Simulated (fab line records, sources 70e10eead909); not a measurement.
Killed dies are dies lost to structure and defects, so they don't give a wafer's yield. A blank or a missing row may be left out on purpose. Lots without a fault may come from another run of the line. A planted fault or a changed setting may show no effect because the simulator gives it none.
Which tool did it? | flow nand_harc | 12 lots, 36 wafers sampled, at 6 steps of a route of 1159

WHAT THE GAUGES READ, wafer by wafer
NHARC_A_CHANNEL_HOLE_D1_CD_MEAS_18.
lot  | measured     | on        | cd_nm (nm)
L345 | day 8 00:07  | cd_sem-01 | 98.1 97.9 97.2
L346 | day 8 16:52  | cd_sem-03 | 99.9 99.9 101.4
L347 | day 8 17:14  | cd_sem-03 | 94.3 98.3 96.3
L348 | day 9 06:32  | cd_sem-01 | 100.1 98.1 96.4
L349 | day 9 07:29  | cd_sem-03 | 98.4 98.6 98.1
L350 | day 9 15:07  | cd_sem-02 | 98.9 96.0 96.2
L358 | day 11 19:38 | cd_sem-01 | 101.1 100.0 99.3
L360 | day 12 03:07 | cd_sem-01 | 101.1 101.8 101.7
L364 | day 12 21:49 | cd_sem-03 | 98.5 98.5 100.3
L367 | day 13 19:43 | cd_sem-01 | 102.0 100.7 100.8
L368 | day 13 20:00 | cd_sem-02 | 99.3 101.0 99.3
L366 | day 13 21:44 | cd_sem-01 | 102.2 100.4 100.6

NHARC_A_CHANNEL_HOLE_D1_INSPECT_40.
lot  | measured     | on                | raw_defect_count
L345 | day 8 05:53  | defect_inspect-02 | 48 51 43
L346 | day 8 22:38  | defect_inspect-02 | 63 42 71
L347 | day 8 23:10  | defect_inspect-02 | 46 81 52
L348 | day 9 12:19  | defect_inspect-01 | 40 59 46
L349 | day 9 13:15  | defect_inspect-02 | 55 49 46
L350 | day 9 20:58  | defect_inspect-01 | 88 62 54
L358 | day 12 01:28 | defect_inspect-02 | 485 439 447
L360 | day 12 08:52 | defect_inspect-02 | 429 447 388
L364 | day 13 03:37 | defect_inspect-02 | 51 55 79
L367 | day 14 01:32 | defect_inspect-01 | 44 51 65
L368 | day 14 05:40 | defect_inspect-01 | 44 68 57
L366 | day 14 09:49 | defect_inspect-01 | 47 64 58

NHARC_END_SORT_01.
lot  | measured     | on        | killed_at_array | killed_at_other | killed_at_periphery | killed_dies | killed_open | killed_short
L358 | day 22 07:37 | prober-01 | 94 103 95       | 0 0 0           | 6 2 1               | 100 105 96  | 4 1 7       | 1 3 1
L360 | day 22 17:02 | prober-02 | 107 104 94      | 0 0 0           | 2 3 4               | 109 107 98  | 1 5 5       | 1 3 4

WHICH TOOL RAN EACH LOT (tool, then ch and the chambers of the sampled wafers, then the start)
lot  | NHARC_A_CHANNEL_HOLE_D1_ETCH_19  | NHARC_A_CHANNEL_HOLE_D1_ETCH_24  | NHARC_A_CHANNEL_FILL_D1_ALD_15
L345 | har_etch-02 ch 0,1, day 8 00:11  | har_etch-02 ch 0,1, day 8 02:20  | ald_sin_batch-02 ch 0, no start
L346 | har_etch-02 ch 1, day 8 16:57    | har_etch-02 ch 1, day 8 19:11    | ald_sin_batch-01 ch 0, no start
L347 | har_etch-01 ch 0, day 8 17:20    | har_etch-01 ch 0, day 8 19:34    | ald_sin_batch-01 ch 0, no start
L348 | har_etch-02 ch 0,1, day 9 06:37  | har_etch-02 ch 0,1, day 9 08:45  | ald_sin_batch-01 ch 0, no start
L349 | har_etch-01 ch 0,1, day 9 07:35  | har_etch-01 ch 0,1, day 9 09:55  | ald_sin_batch-01 ch 0, no start
L350 | har_etch-01 ch 0,1, day 9 15:12  | har_etch-01 ch 0,1, day 9 17:20  | ald_sin_batch-01 ch 0, no start
L358 | har_etch-01 ch 0,1, day 11 19:44 | har_etch-01 ch 0,1, day 11 21:59 | ald_sin_batch-01 ch 0, day 22 07:37 or earlier
L360 | har_etch-01 ch 0,1, day 12 03:13 | har_etch-01 ch 0,1, day 12 05:34 | ald_sin_batch-02 ch 0, day 22 17:02 or earlier
L364 | har_etch-02 ch 0,1, day 12 21:53 | har_etch-02 ch 0,1, day 13 00:01 | ald_sin_batch-02 ch 0, no start
L367 | har_etch-02 ch 0,1, day 13 19:47 | har_etch-02 ch 0,1, day 13 21:55 | ald_sin_batch-01 ch 0, no start
L368 | har_etch-02 ch 0,1, day 13 23:59 | har_etch-02 ch 0,1, day 14 02:13 | ald_sin_batch-01 ch 0, no start
L366 | har_etch-02 ch 0,1, day 14 04:09 | har_etch-02 ch 0,1, day 14 06:22 | ald_sin_batch-01 ch 0, no start
- NHARC_A_CHANNEL_HOLE_D1_ETCH_19: etches the open film in C4F8/O2/Ar, time 34.5 s.
- NHARC_A_CHANNEL_HOLE_D1_ETCH_24: etches the open film in C4F8/O2/Ar, time 906.2 s, target depth 1500 nm.
- NHARC_A_CHANNEL_FILL_D1_ALD_15: deposits SiNx, target thk 2 nm, pulse time 60 s, ald cycles 19.

WHAT THE TOOLS THEMSELVES READ (means of the sampled wafers that have a number; where no wafer has one, the mark that the record gives instead)
NHARC_A_CHANNEL_HOLE_D1_ETCH_19.
lot  | tool        | chamber_pressure_mTorr (mTorr) | drypump_motor_current_A (A) | o2_flow_sccm (sccm) | showerhead_plenum_p_Torr (Torr) | throttle_valve_pct (%)
L345 | har_etch-02 | 15.002                         | 6.0                         | 96.07               | 3.925                           | 37.040
L346 | har_etch-02 | 15.011                         | 5.2                         | 96.15               | 3.923                           | 37.038
L347 | har_etch-01 | 14.992                         | 5.8                         | 96.00               | 3.875                           | 37.039
L348 | har_etch-02 | 15.000                         | 6.0                         | 96.25               | 3.919                           | 37.038
L349 | har_etch-01 | 15.006                         | 5.9                         | 96.22               | 3.871                           | 37.037
L350 | har_etch-01 | 15.000                         | 5.9                         | 95.96               | 3.869                           | 37.038
L358 | har_etch-01 | 14.999                         | 5.9                         | 95.87               | 3.857                           | 37.030
L360 | har_etch-01 | 15.009                         | 5.9                         | 96.04               | 3.855                           | 37.041
L364 | har_etch-02 | 15.003                         | 6.0                         | 96.24               | 3.897                           | 37.031
L367 | har_etch-02 | 14.994                         | 5.6                         | 96.22               | 3.890                           | 37.042
L368 | har_etch-02 | 14.992                         | 5.9                         | 96.12               | 3.888                           | 37.030
L366 | har_etch-02 | 15.006                         | 6.0                         | 96.27               | 3.886                           | 37.039

NHARC_A_CHANNEL_HOLE_D1_ETCH_24.
lot  | tool        | chamber_pressure_mTorr (mTorr) | drypump_motor_current_A (A) | o2_flow_sccm (sccm) | showerhead_plenum_p_Torr (Torr) | throttle_valve_pct (%)
L345 | har_etch-02 | 20.015                         | 5.9                         | 31.11               | 3.868                           | 32.227
L346 | har_etch-02 | 20.008                         | 5.2                         | 31.19               | 3.866                           | 32.229
L347 | har_etch-01 | 19.997                         | 5.8                         | 31.30               | 3.820                           | 32.236
L348 | har_etch-02 | 20.002                         | 6.0                         | 31.18               | 3.863                           | 32.240
L349 | har_etch-01 | 19.987                         | 5.9                         | 31.22               | 3.817                           | 32.227
L350 | har_etch-01 | 20.007                         | 5.9                         | 31.12               | 3.815                           | 32.238
L358 | har_etch-01 | 19.985                         | 5.9                         | 31.15               | 3.804                           | 32.234
L360 | har_etch-01 | 19.988                         | 5.9                         | 31.10               | 3.801                           | 32.234
L364 | har_etch-02 | 20.000                         | 6.0                         | 31.06               | 3.841                           | 32.235
L367 | har_etch-02 | 19.998                         | 5.6                         | 31.15               | 3.835                           | 32.236
L368 | har_etch-02 | 20.015                         | 6.0                         | 31.22               | 3.833                           | 32.235
L366 | har_etch-02 | 20.006                         | 6.0                         | 31.10               | 3.831                           | 32.232

NHARC_A_CHANNEL_FILL_D1_ALD_15.
lot  | tool             | precursor_pulse_height_rel
L345 | ald_sin_batch-02 | 1.005
L346 | ald_sin_batch-01 | 1.002
L347 | ald_sin_batch-01 | 1.001
L348 | ald_sin_batch-01 | 0.999
L349 | ald_sin_batch-01 | 1.000
L350 | ald_sin_batch-01 | 0.992
L358 | ald_sin_batch-01 | 0.980
L360 | ald_sin_batch-02 | 1.004
L364 | ald_sin_batch-02 | 0.991
L367 | ald_sin_batch-01 | 1.009
L368 | ald_sin_batch-01 | 0.991
L366 | ald_sin_batch-01 | 1.012

THE ANSWER, worked out from the rows above alone
Rule: what is usual is taken from the lots themselves. Put in order of their means at a reading, lots are off if they are a third of the lots or fewer, leave a main group of 4 or more, and stand apart from it by a gap of 3 or more times the standard deviation of the main group's means; of several such gaps the widest counts. A main group whose means are all the same, to the digits that the tables above print for the reading, isn't used. A lot without any number at a reading at which 4 lots or more have one is off too. The other lots that the step has rows for count as sound. The gauges are gone through in route order, then the tools' own readings, and for those a lot's mean is taken as printed above. The first step at which some lot is off is used, and at that step the reading that is off furthest; a lot without a number counts as furthest.
Off: L358, L360, at NHARC_A_CHANNEL_HOLE_D1_INSPECT_40 (raw_defect_count). The main group: mean 56, standard deviation 6.1.
A tool fits if, at a process step before that reading, it ran every lot that is off, and no sound lot after the first of them. The gauges at NHARC_A_CHANNEL_HOLE_D1_INSPECT_40 are tried like those tools. One fits: har_etch-01 at NHARC_A_CHANNEL_HOLE_D1_ETCH_19 and NHARC_A_CHANNEL_HOLE_D1_ETCH_24. At NHARC_A_CHANNEL_HOLE_D1_ETCH_19 its last sound lot is L350 (day 9 15:12), its first lot that is off L358 (day 11 19:44): a fault that began between those two fits.

WHAT THE SIMULATOR HAD PUT IN
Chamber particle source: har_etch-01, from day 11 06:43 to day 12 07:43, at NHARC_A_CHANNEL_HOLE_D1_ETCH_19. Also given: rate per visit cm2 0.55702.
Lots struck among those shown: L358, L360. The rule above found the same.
